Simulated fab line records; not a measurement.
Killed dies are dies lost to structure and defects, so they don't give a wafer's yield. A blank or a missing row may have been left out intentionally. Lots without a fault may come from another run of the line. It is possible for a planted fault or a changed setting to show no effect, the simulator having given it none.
What tool caused it? ; flow n5 finfet ; 24 lots, 72 wafers sampled, at 6 steps of a route of 1938

== WHAT THE GAUGES SHOWED, per wafer ==
N5_DUMMY_GATE_OVL_MEAS_16. Usual: GATE_OVL gives 0.0 nm (standard deviation 0.6).
lot;measured;on;GATE_OVL (nm);flag
L074;day 2 22:07;overlay-02;-0.3 -0.6 -0.1;
L075;day 3 03:43;overlay-02;-0.1 -0.7 -0.4;
L076;day 3 09:31;overlay-01;0.3 0.8 0.9;
L077;day 3 16:55;overlay-02;1.3 -0.2 0.6;
L078;day 4 01:47;overlay-01;0.8 -0.3 1.4;
L079;day 4 05:41;overlay-02;0.1 0.7 0.5;
L080;day 4 08:44;overlay-01;0.5 0.3 -0.4;
L081;day 4 14:55;overlay-02;0.2 0.0 0.8;
L082;day 4 22:25;overlay-02;-0.1 -0.3 -0.1;
L083;day 5 03:21;overlay-01;-0.4 0.7 0.6;
L084;day 5 10:56;overlay-01;0.0 -0.2 0.4;
L085;day 5 20:52;overlay-01;0.9 1.0 0.7;
L086;day 6 00:25;overlay-02;-0.6 0.4 0.1;
L087;day 6 05:19;overlay-01;1.0 -0.6 0.3;
L088;day 6 12:59;overlay-02;-0.4 -0.9 -1.3;
L089;day 6 15:13;overlay-02;0.0 0.6 0.1;
L090;day 6 22:44;overlay-01;0.0 0.8 0.0;
L091;day 7 03:22;overlay-02;-0.2 -0.8 -0.6;
L092;day 7 12:13;overlay-01;-0.6 0.1 -0.5;
L093;day 7 16:05;overlay-01;1.0 0.8 1.6;
L094;day 8 00:01;overlay-01;-0.1 0.1 0.2;
L095;day 8 04:20;overlay-01;-1.8 -0.6 0.6;
L096;day 8 11:38;overlay-01;-0.9 -0.1 -0.3;
L097;day 8 15:11;overlay-01;-0.8 -0.5 -0.7;

== TOOL THAT RAN EACH LOT (tool first, then ch and the chambers of the sampled wafers, then the start) ==
lot;N5_FIN_SAQP_HM_DEP_03;N5_FIN_SAQP_PECVD_06;N5_FIN_SAQP_SPACER2_ETCHBACK_29;N5_FIN_SAQP_ETCH_64;N5_STI_FIN_REVEAL_STRIP_24
L074;pecvd-02 ch 0,1, day 1 20:40;pecvd-03 ch 0,2, day 1 20:52;rie diel-04 ch 0,1, day 2 01:51;rie si-02 ch 0,3, day 2 02:22;rie diel-06 ch 0,1,2, day 2 10:34
L075;pecvd-02 ch 1,2, day 2 03:00;pecvd-02 ch 0,1,2, day 2 03:13;rie diel-06 ch 0,1,3, day 2 07:28;rie si-02 ch 0,1,3, day 2 07:59;rie diel-04 ch 2,3, day 2 15:53
L076;pecvd-04 ch 1,2, day 2 08:41;pecvd-02 ch 0,1, day 2 08:55;rie diel-04 ch 0,1, day 2 12:52;rie si-03 ch 1,2, day 2 13:22;rie diel-02 ch 0,3, day 2 21:43
L077;pecvd-04 ch 1, day 2 15:13;pecvd-03 ch 0,2, day 2 15:26;rie diel-02 ch 0,1,3, day 2 20:14;rie si-03 ch 0,2, day 2 20:47;rie diel-06 ch 0,1,3, day 3 04:49
L078;pecvd-03 ch 1,2, day 2 22:10;pecvd-04 ch 0, day 2 22:25;rie diel-06 ch 2,3, day 3 02:55;rie si-02 ch 0,1,2, day 3 03:34;rie diel-06 ch 1,3, day 3 12:14
L079;pecvd-04 ch 0,1, day 3 03:36;pecvd-02 ch 0,1,2, day 3 03:50;rie diel-04 ch 1,2, day 3 09:14;rie si-04 ch 0,1, day 3 09:46;rie diel-02 ch 1,3, day 3 17:14
L080;pecvd-02 ch 0,2, day 3 08:38;pecvd-02 ch 0,1,2, day 3 08:50;rie diel-04 ch 0,2,3, day 3 13:08;rie si-03 ch 0,2, day 3 13:38;rie diel-04 ch 1,2, day 3 21:07
L081;pecvd-04 ch 0,1, day 3 15:08;pecvd-02 ch 0,1,2, day 3 15:22;rie diel-02 ch 0,1,3, day 3 19:27;rie si-02 ch 1,2,3, day 3 19:59;rie diel-02 ch 0,3, day 4 03:25
L082;pecvd-02 ch 0,1, day 3 21:48;pecvd-04 ch 0,1, day 3 22:02;rie diel-04 ch 0,1,3, day 4 02:20;rie si-03 ch 0,1, day 4 02:51;rie diel-02 ch 0,1,2, day 4 10:42
L083;pecvd-03 ch 0,1, day 4 02:58;pecvd-04 ch 0,1,2, day 4 03:12;rie diel-06 ch 0,2,3, day 4 07:16;rie si-02 ch 0,2,3, day 4 07:48;rie diel-02 ch 2,3, day 4 15:40
L084;pecvd-04 ch 0,1,2, day 4 09:07;pecvd-02 ch 2, day 4 09:33;rie diel-04 ch 0,2,3, day 4 13:56;rie si-04 ch 0,1,3, day 4 14:26;rie diel-04 ch 0,1,2, day 4 22:04
L085;pecvd-02 ch 0,1, day 4 16:05;pecvd-03 ch 1, day 4 16:29;rie diel-02 ch 1,2,3, day 4 22:24;rie si-02 ch 0,2,3, day 4 22:54;rie diel-04 ch 1,2, day 5 08:37
L086;pecvd-04 ch 0,1,2, day 4 22:47;pecvd-02 ch 0,2, day 4 22:59;rie diel-06 ch 0,2,3, day 5 04:37;rie si-04 ch 0,1,3, day 5 05:08;rie diel-06 ch 0,1,3, day 5 12:46
L087;pecvd-02 ch 0,1, day 5 04:43;pecvd-03 ch 0,2, day 5 04:55;rie diel-06 ch 0,1,3, day 5 09:11;rie si-02 ch 0,2,3, day 5 09:52;rie diel-06 ch 2,3, day 5 17:25
L088;pecvd-03 ch 1,2, day 5 10:13;pecvd-03 ch 0,1,2, day 5 10:25;rie diel-02 ch 0,1,2, day 5 15:11;rie si-04 ch 0,1,2, day 5 15:52;rie diel-06 ch 0,1, day 5 23:29
L089;pecvd-02 ch 1,2, day 5 15:07;pecvd-03 ch 0,1,2, day 5 15:19;rie diel-04 ch 0,3, day 5 19:24;rie si-02 ch 1,2,3, day 5 19:55;rie diel-02 ch 1,3, day 6 03:42
L090;pecvd-04 ch 0,2, day 5 22:05;pecvd-02 ch 0,2, day 5 22:17;rie diel-02 ch 0,1,3, day 6 02:38;rie si-02 ch 2,3, day 6 03:20;rie diel-04 ch 0,1, day 6 10:39
L091;pecvd-03 ch 0,1,2, day 6 02:36;pecvd-04 ch 0,1,2, day 6 02:49;rie diel-02 ch 0,1,3, day 6 07:46;rie si-04 ch 0,2,3, day 6 08:15;rie diel-04 ch 0,1,3, day 6 15:43
L092;pecvd-04 ch 1,2, day 6 10:08;pecvd-03 ch 0,1, day 6 10:20;rie diel-04 ch 0,3, day 6 14:27;rie si-03 ch 0,1,3, day 6 14:58;rie diel-04 ch 1,2,3, day 6 22:44
L093;pecvd-02 ch 0,1, day 6 15:16;pecvd-03 ch 0,2, day 6 15:28;rie diel-06 ch 1,2, day 6 19:40;rie si-04 ch 0,2,3, day 6 20:10;rie diel-02 ch 0,2, day 7 04:26
L094;pecvd-04 ch 0,1, day 6 21:37;pecvd-02 ch 0,1,2, day 6 21:50;rie diel-04 ch 1,2,3, day 7 02:32;rie si-04 ch 0,1,2, day 7 03:04;rie diel-06 ch 1,3, day 7 10:26
L095;pecvd-04 ch 0,2, day 7 03:00;pecvd-04 ch 0,1, day 7 03:12;rie diel-02 ch 0,1,2, day 7 08:03;rie si-02 ch 0,2,3, day 7 08:34;rie diel-06 ch 2,3, day 7 16:15
L096;pecvd-03 ch 1,2, day 7 08:37;pecvd-04 ch 0,1,2, day 7 08:49;rie diel-06 ch 1,2,3, day 7 13:22;rie si-02 ch 0,1, day 7 13:53;rie diel-06 ch 1,2, day 7 22:02
L097;pecvd-02 ch 0,1,2, day 7 15:05;pecvd-04 ch 0,1, day 7 15:17;rie diel-04 ch 0,2,3, day 7 19:24;rie si-04 ch 0,2, day 7 19:56;rie diel-04 ch 2,3, day 8 03:19
- N5_FIN_SAQP_HM_DEP_03: deposits SiNx from SiH4/NH3/N2, target thk 38 nm, time 33.6 s.
- N5_FIN_SAQP_PECVD_06: deposits a-Si from SiH4/He, target thk 60 nm, time 48.1 s.
- N5_FIN_SAQP_SPACER2_ETCHBACK_29: etches SiO2 in CHF3/O2, target depth 12.2 nm, time 6.1 s.
- N5_FIN_SAQP_ETCH_64: etches SiO2 in CF4, target depth 1.5 nm.
- N5_STI_FIN_REVEAL_STRIP_24: strips in N2/H2, time 90 s.

== AS READ BY THE TOOLS THEMSELVES (means over the sampled wafers that have a number; for cases with no such wafer, the mark the record gives instead) ==
N5_FIN_SAQP_HM_DEP_03. Usual: heater power w 770 W, standard deviation 130; showerhead plenum p Torr 5.13 Torr, standard deviation 0.075; throttle valve pct 40.2 %, standard deviation 1.7.
lot;tool;heater power w (W);showerhead plenum p Torr (Torr);throttle valve pct (%);flag
L074;pecvd-02;687;5.07;41.4;
L075;pecvd-02;714;5.04;42.2;
L076;pecvd-04;900;5.19;38.7;
L077;pecvd-04;1027;5.19;38.8;
L078;pecvd-03;645;5.19;40.1;
L079;pecvd-04;823;5.14;40.1;
L080;pecvd-02;639;5.06;41.1;
L081;pecvd-04;848;5.13;40.1;
L082;pecvd-02;752;5.03;42.2;
L083;pecvd-03;670;5.25;40.5;
L084;pecvd-04;852;5.16;38.7;
L085;pecvd-02;759;5.05;42.4;
L086;pecvd-04;814;5.15;38.7;
L087;pecvd-02;699;5.07;41.9;
L088;pecvd-03;806;5.15;39.5;
L089;pecvd-02;789;5.04;42.1;
L090;pecvd-04;725;5.14;39.4;
L091;pecvd-03;718;5.20;39.8;
L092;pecvd-04;834;5.18;37.4;
L093;pecvd-02;712;5.05;42.5;
L094;pecvd-04;877;5.16;39.5;
L095;pecvd-04;826;5.13;39.5;
L096;pecvd-03;754;5.20;40.2;
L097;pecvd-02;739;5.05;41.8;

N5_FIN_SAQP_PECVD_06. Usual: heater power w 817 W, standard deviation 110; showerhead plenum p Torr 5.66 Torr, standard deviation 0.059; throttle valve pct 18.3 %, standard deviation 0.74.
lot;tool;heater power w (W);showerhead plenum p Torr (Torr);throttle valve pct (%);flag
L074;pecvd-03;822;5.72;17.8;
L075;pecvd-02;781;5.61;19.1;
L076;pecvd-02;785;5.61;18.9;
L077;pecvd-03;845;5.68;17.8;
L078;pecvd-04;746;5.65;18.4;
L079;pecvd-02;716;5.61;19.0;
L080;pecvd-02;790;5.59;18.9;
L081;pecvd-02;799;5.60;19.1;
L082;pecvd-04;840;5.66;18.2;
L083;pecvd-04;923;5.68;17.5;
L084;pecvd-02;734;5.59;18.5;
L085;pecvd-03;747;5.75;18.6;
L086;pecvd-02;719;5.62;18.8;
L087;pecvd-03;806;5.68;17.6;
L088;pecvd-03;798;5.71;18.1;
L089;pecvd-03;803;5.71;18.1;
L090;pecvd-02;698;5.61;18.7;
L091;pecvd-04;920;5.67;17.6;
L092;pecvd-03;710;5.74;18.3;
L093;pecvd-03;854;5.68;18.0;
L094;pecvd-02;790;5.61;19.1;
L095;pecvd-04;944;5.69;18.2;
L096;pecvd-04;893;5.68;17.6;
L097;pecvd-04;940;5.68;18.0;

N5_FIN_SAQP_SPACER2_ETCHBACK_29. Usual: drypump motor current A 5.8 A, standard deviation 0.53; oes product au 0.78 a.u., standard deviation 0.091; rf vpp V 527 V, standard deviation 4.8; showerhead plenum p Torr 2.41 Torr, standard deviation 0.073; throttle valve pct 18.93 %, standard deviation 0.26.
lot;tool;drypump motor current A (A);oes product au (a.u.);rf vpp V (V);showerhead plenum p Torr (Torr);throttle valve pct (%);flag
L074;rie diel-04;6.1;0.71;523;2.39;19.07;
L075;rie diel-06;5.8;0.84;531;2.44;18.83;
L076;rie diel-04;6.2;0.71;524;2.39;19.07;
L077;rie diel-02;5.3;0.70;524;2.42;19.03;
L078;rie diel-06;5.6;0.80;531;2.37;18.74;
L079;rie diel-04;5.9;0.84;528;2.37;18.92;
L080;rie diel-04;6.1;0.85;529;2.44;18.86;
L081;rie diel-02;5.3;0.69;521;2.42;19.04;
L082;rie diel-04;6.1;0.77;525;2.44;18.94;
L083;rie diel-06;5.9;0.81;528;2.37;18.70;
L084;rie diel-04;6.1;0.84;528;2.44;18.87;
L085;rie diel-02;5.7;0.76;525;2.44;19.14;
L086;rie diel-06;5.9;0.80;528;2.36;18.71;
L087;rie diel-06;5.8;0.80;530;2.43;18.88;
L088;rie diel-02;5.7;0.85;525;2.43;18.82;
L089;rie diel-04;6.4;0.76;525;2.44;18.96;
L090;rie diel-02;5.3;0.78;522;2.41;18.94;
L091;rie diel-02;5.3;0.77;522;2.41;18.95;
L092;rie diel-04;6.3;0.75;524;2.44;18.98;
L093;rie diel-06;5.8;0.76;530;2.45;19.06;
L094;rie diel-04;5.9;0.79;530;2.42;18.92;
L095;rie diel-02;5.7;0.82;525;2.43;18.85;
L096;rie diel-06;5.5;0.77;530;2.42;18.97;
L097;rie diel-04;6.1;0.79;529;2.43;18.91;

N5_FIN_SAQP_ETCH_64. Usual: drypump motor current A 5.8 A, standard deviation 0.45; oes product au 0.996 a.u., standard deviation 0.02; throttle valve pct 21.58 %, standard deviation 0.2.
lot;tool;drypump motor current A (A);oes product au (a.u.);throttle valve pct (%);flag
L074;rie si-02;6.1;0.999;21.76;
L075;rie si-02;5.9;1.019;21.73;
L076;rie si-03;5.9;1.000;21.75;
L077;rie si-03;5.2;1.002;21.49;
L078;rie si-02;5.9;1.008;21.55;
L079;rie si-04;6.1;0.959;21.38;
L080;rie si-03;5.4;1.008;21.51;
L081;rie si-02;5.9;1.007;21.60;
L082;rie si-03;5.4;1.000;21.63;
L083;rie si-02;6.0;1.011;21.60;
L084;rie si-04;6.1;0.970;21.53;
L085;rie si-02;6.0;1.007;21.59;
L086;rie si-04;6.1;0.968;21.53;
L087;rie si-02;6.0;1.009;21.60;
L088;rie si-04;5.6;0.975;21.48;
L089;rie si-02;6.0;1.003;21.60;
L090;rie si-02;6.1;1.005;21.66;
L091;rie si-04;5.9;0.984;21.47;
L092;rie si-03;5.5;0.991;21.69;
L093;rie si-04;5.9;0.985;21.47;
L094;rie si-04;5.6;0.984;21.43;
L095;rie si-02;6.0;1.014;21.60;
L096;rie si-02;5.8;1.019;21.67;
L097;rie si-04;5.9;0.969;21.32;

N5_STI_FIN_REVEAL_STRIP_24. Usual: drypump motor current A 5.8 A, standard deviation 0.57; n2 flow sccm 300.0 sccm, standard deviation 1; oes product au 0.78 a.u., standard deviation 0.083; rf vpp V 45.3 V, standard deviation 0.84; showerhead plenum p Torr 3.39 Torr, standard deviation 0.1; throttle valve pct 12.28 %, standard deviation 0.27.
lot;tool;drypump motor current A (A);n2 flow sccm (sccm);oes product au (a.u.);rf vpp V (V);showerhead plenum p Torr (Torr);throttle valve pct (%);flag
L074;rie diel-06;6.2;299.8;0.81;45.6;3.37;12.07;
L075;rie diel-04;5.9;299.9;0.94;45.8;3.41;11.98;
L076;rie diel-02;5.1;300.8;0.69;45.9;3.36;12.61;
L077;rie diel-06;5.8;300.6;0.83;44.9;3.42;12.16;
L078;rie diel-06;5.4;300.2;0.81;46.5;3.51;12.36;
L079;rie diel-02;5.2;299.9;0.72;45.7;3.42;12.64;
L080;rie diel-04;5.9;300.1;0.83;45.5;3.32;12.21;
L081;rie diel-02;5.2;300.6;0.68;45.0;3.34;12.50;
L082;rie diel-02;5.8;300.2;0.75;45.3;3.42;12.34;
L083;rie diel-02;5.6;300.1;0.76;44.0;3.39;12.58;
L084;rie diel-04;6.1;301.2;0.76;45.4;3.32;12.32;
L085;rie diel-04;5.9;299.4;0.74;44.9;3.32;12.40;
L086;rie diel-06;5.8;299.3;0.80;46.0;3.41;12.21;
L087;rie diel-06;5.3;300.0;0.81;45.4;3.37;12.19;
L088;rie diel-06;6.5;299.3;0.79;45.7;3.36;12.10;
L089;rie diel-02;5.2;300.9;0.69;45.3;3.41;12.69;
L090;rie diel-04;6.3;300.2;0.68;43.9;3.32;12.44;
L091;rie diel-04;6.2;299.7;0.74;44.9;3.41;12.31;
L092;rie diel-04;6.0;300.4;0.80;44.7;3.40;12.23;
L093;rie diel-02;6.1;300.1;0.87;45.3;3.39;12.11;
L094;rie diel-06;5.2;299.6;0.80;44.9;3.45;12.36;
L095;rie diel-06;5.2;298.4;0.79;45.5;3.36;12.23;
L096;rie diel-06;5.8;300.0;0.74;45.6;3.43;12.39;
L097;rie diel-04;5.9;301.2;0.84;45.8;3.48;12.07;

== THE ANSWER, worked out from the rows above alone ==
Rule: a lot is off if the mean of its wafers that have a number lies more than 3 standard deviations from the usual mean. A lot without any number at a reading at which 4 lots or more have one is off too. All remaining lots with rows at the step are treated as sound. Order of review: gauges by route order, followed by the tools' own readings, for which a lot's mean as printed above is used. At the first step where some lot is off, the reading lying furthest off is the one used; lots without a number count as furthest.
No lot is off on any of the readings shown, so nothing can be concluded from this.

== WHAT THE SIMULATOR PUT IN ==
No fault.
